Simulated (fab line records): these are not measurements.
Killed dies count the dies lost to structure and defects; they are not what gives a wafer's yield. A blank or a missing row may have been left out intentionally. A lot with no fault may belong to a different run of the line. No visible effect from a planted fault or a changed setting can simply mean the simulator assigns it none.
Matching of chambers + flow n5_finfet + N5_BEOL_M0_SAQP_PECVD_03 on pecvd-03 has 3 sister chambers
The step deposits SiCN from 3MS/NH3, target thk 12 nm, time 21.1 s. 6 wafers are shown with their chamber, then 10 later ones without.

## WAFERS PAIRED WITH THEIR CHAMBERS
| wafer  | chamber | throttle_valve_pct (%) | showerhead_plenum_p_Torr (Torr) |
|--------|---------|------------------------|---------------------------------|
| L080.2 | 1       | 9.6                    | 3.659                           |
| L081.4 | 0       | 9.7                    | 3.671                           |
| L085.4 | 1       | 9.5                    | 3.660                           |
| L085.5 | 2       | 8.3                    | 3.665                           |
| L091.4 | 2       | 8.3                    | 3.661                           |
| L091.5 | 0       | 9.7                    | 3.669                           |

## WAFERS MISSING THEIR CHAMBER
| wafer  | throttle_valve_pct (%) | showerhead_plenum_p_Torr (Torr) |
|--------|------------------------|---------------------------------|
| L091.6 | 9.7                    | 3.664                           |
| L094.1 | 8.2                    | 3.671                           |
| L094.3 | 9.6                    | 3.655                           |
| L094.5 | 9.4                    | 3.661                           |
| L095.4 | 8.5                    | 3.675                           |
| L095.5 | 9.5                    | 3.665                           |
| L095.6 | 9.6                    | 3.665                           |
| L097.2 | 7.9                    | 3.667                           |
| L097.3 | 9.7                    | 3.668                           |
| L097.5 | 9.5                    | 3.660                           |

## WHICH CHAMBER EACH WENT THROUGH
| wafer  | from the rows above     | in truth |
|--------|-------------------------|----------|
| L091.6 | can't be placed: 0 or 1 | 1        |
| L094.1 | 2                       | 2        |
| L094.3 | 1                       | 1        |
| L094.5 | 1                       | 1        |
| L095.4 | 2                       | 2        |
| L095.5 | 1                       | 1        |
| L095.6 | can't be placed: 1 or 0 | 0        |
| L097.2 | 2                       | 2        |
| L097.3 | 0                       | 0        |
| L097.5 | 1                       | 1        |
Placed correctly: 8 of 10. Cannot be placed on the basis of these rows: 2; the candidates contain the true chamber in 2. Number placed wrongly: 0.
How it was worked out, from the rows above alone: a wafer's distance from a chamber is the root of the sum, over the readings, of the square of ((its reading less the chamber's mean) divided by the reading's scatter). If the next closest chamber is less than 2 further off than the closest, the wafer can't be placed; otherwise it belongs to the closest. The mean given for a chamber averages the wafers shown for that chamber. The scatter is the square root of a quotient: the sum, over the shown wafers, of each reading's squared deviation from its chamber's mean, divided by wafers minus chambers.
